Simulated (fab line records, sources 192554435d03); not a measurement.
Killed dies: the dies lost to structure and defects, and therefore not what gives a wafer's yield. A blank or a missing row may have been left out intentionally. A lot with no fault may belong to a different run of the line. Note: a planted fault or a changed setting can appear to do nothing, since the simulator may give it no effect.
Matching of chambers :: flow n5Finfet :: rieDiel-03 running N5_BEOL_M15_DESCUM_33: 4 sister chambers
The step chemistry O2, time 7.9 s. 16 wafers are shown with their chamber, then 8 later ones without.

## EACH WAFER AND ITS CHAMBER
wafer: L082.1
chamber: 0
throttleValvePct (%): 20.25
showerheadPlenumPTorr (Torr): 2.20
oesProductAu (a.u.): 0.86

wafer: L082.2
chamber: 1
throttleValvePct (%): 20.80
showerheadPlenumPTorr (Torr): 2.08
oesProductAu (a.u.): 0.70

wafer: L082.3
chamber: 3
throttleValvePct (%): 20.50
showerheadPlenumPTorr (Torr): 2.03
oesProductAu (a.u.): 0.79

wafer: L082.4
chamber: 2
throttleValvePct (%): 20.39
showerheadPlenumPTorr (Torr): 2.09
oesProductAu (a.u.): 0.78

wafer: L082.5
chamber: 1
throttleValvePct (%): 20.81
showerheadPlenumPTorr (Torr): 2.08
oesProductAu (a.u.): 0.69

wafer: L082.6
chamber: 2
throttleValvePct (%): 20.38
showerheadPlenumPTorr (Torr): 2.09
oesProductAu (a.u.): 0.78

wafer: L088.1
chamber: 2
throttleValvePct (%): 20.38
showerheadPlenumPTorr (Torr): 2.08
oesProductAu (a.u.): 0.79

wafer: L088.3
chamber: 0
throttleValvePct (%): 20.25
showerheadPlenumPTorr (Torr): 2.20
oesProductAu (a.u.): 0.87

wafer: L088.5
chamber: 2
throttleValvePct (%): 20.40
showerheadPlenumPTorr (Torr): 2.08
oesProductAu (a.u.): 0.79

wafer: L090.1
chamber: 2
throttleValvePct (%): 20.39
showerheadPlenumPTorr (Torr): 2.08
oesProductAu (a.u.): 0.78

wafer: L090.2
chamber: 3
throttleValvePct (%): 20.50
showerheadPlenumPTorr (Torr): 2.02
oesProductAu (a.u.): 0.79

wafer: L090.6
chamber: 1
throttleValvePct (%): 20.82
showerheadPlenumPTorr (Torr): 2.07
oesProductAu (a.u.): 0.70

wafer: L089.2
chamber: 1
throttleValvePct (%): 20.82
showerheadPlenumPTorr (Torr): 2.07
oesProductAu (a.u.): 0.69

wafer: L089.3
chamber: 3
throttleValvePct (%): 20.51
showerheadPlenumPTorr (Torr): 2.02
oesProductAu (a.u.): 0.77

wafer: L089.6
chamber: 3
throttleValvePct (%): 20.50
showerheadPlenumPTorr (Torr): 2.02
oesProductAu (a.u.): 0.78

wafer: L096.1
chamber: 2
throttleValvePct (%): 20.41
showerheadPlenumPTorr (Torr): 2.08
oesProductAu (a.u.): 0.76

SIGNATURES, as means of the wafers listed above
reading: throttleValvePct
chamber 0: 20.2500
chamber 1: 20.8125
chamber 2: 20.3917
chamber 3: 20.5025
scatter within a chamber: 0.00928

reading: showerheadPlenumPTorr
chamber 0: 2.2000
chamber 1: 2.0750
chamber 2: 2.0833
chamber 3: 2.0225
scatter within a chamber: 0.00507

reading: oesProductAu
chamber 0: 0.8650
chamber 1: 0.6950
chamber 2: 0.7800
chamber 3: 0.7825
scatter within a chamber: 0.00924
Rule: a wafer's distance from a chamber is the root of the sum, over the readings, of the square of ((its reading less the chamber's mean) divided by the reading's scatter). If the next closest chamber is less than 2 further off than the closest, the wafer can't be placed; otherwise it belongs to the closest. How the scatter is found: for the shown wafers, subtract from each reading the mean of its chamber, square and add these, divide the total by (wafers less chambers), then take the root.

## WAFERS WITHOUT THEIR CHAMBER
wafer: L096.3
throttleValvePct (%): 20.52
showerheadPlenumPTorr (Torr): 2.02
oesProductAu (a.u.): 0.76

wafer: L096.5
throttleValvePct (%): 20.29
showerheadPlenumPTorr (Torr): 2.20
oesProductAu (a.u.): 0.84

wafer: L094.1
throttleValvePct (%): 20.27
showerheadPlenumPTorr (Torr): 2.20
oesProductAu (a.u.): 0.85

wafer: L094.2
throttleValvePct (%): 20.39
showerheadPlenumPTorr (Torr): 2.08
oesProductAu (a.u.): 0.76

wafer: L094.3
throttleValvePct (%): 20.54
showerheadPlenumPTorr (Torr): 2.02
oesProductAu (a.u.): 0.76

wafer: L094.4
throttleValvePct (%): 20.39
showerheadPlenumPTorr (Torr): 2.08
oesProductAu (a.u.): 0.77

wafer: L094.5
throttleValvePct (%): 20.54
showerheadPlenumPTorr (Torr): 2.02
oesProductAu (a.u.): 0.76

wafer: L094.6
throttleValvePct (%): 20.28
showerheadPlenumPTorr (Torr): 2.20
oesProductAu (a.u.): 0.84

## WHICH CHAMBER EACH WENT THROUGH
wafer: L096.3
from the rows above: 3
in truth: 3

wafer: L096.5
from the rows above: 0
in truth: 0

wafer: L094.1
from the rows above: 0
in truth: 0

wafer: L094.2
from the rows above: 2
in truth: 2

wafer: L094.3
from the rows above: 3
in truth: 3

wafer: L094.4
from the rows above: 2
in truth: 2

wafer: L094.5
from the rows above: 3
in truth: 3

wafer: L094.6
from the rows above: 0
in truth: 0
Placed correctly: 8 of 8. Not placeable from these rows: 0. 0 placed wrongly.
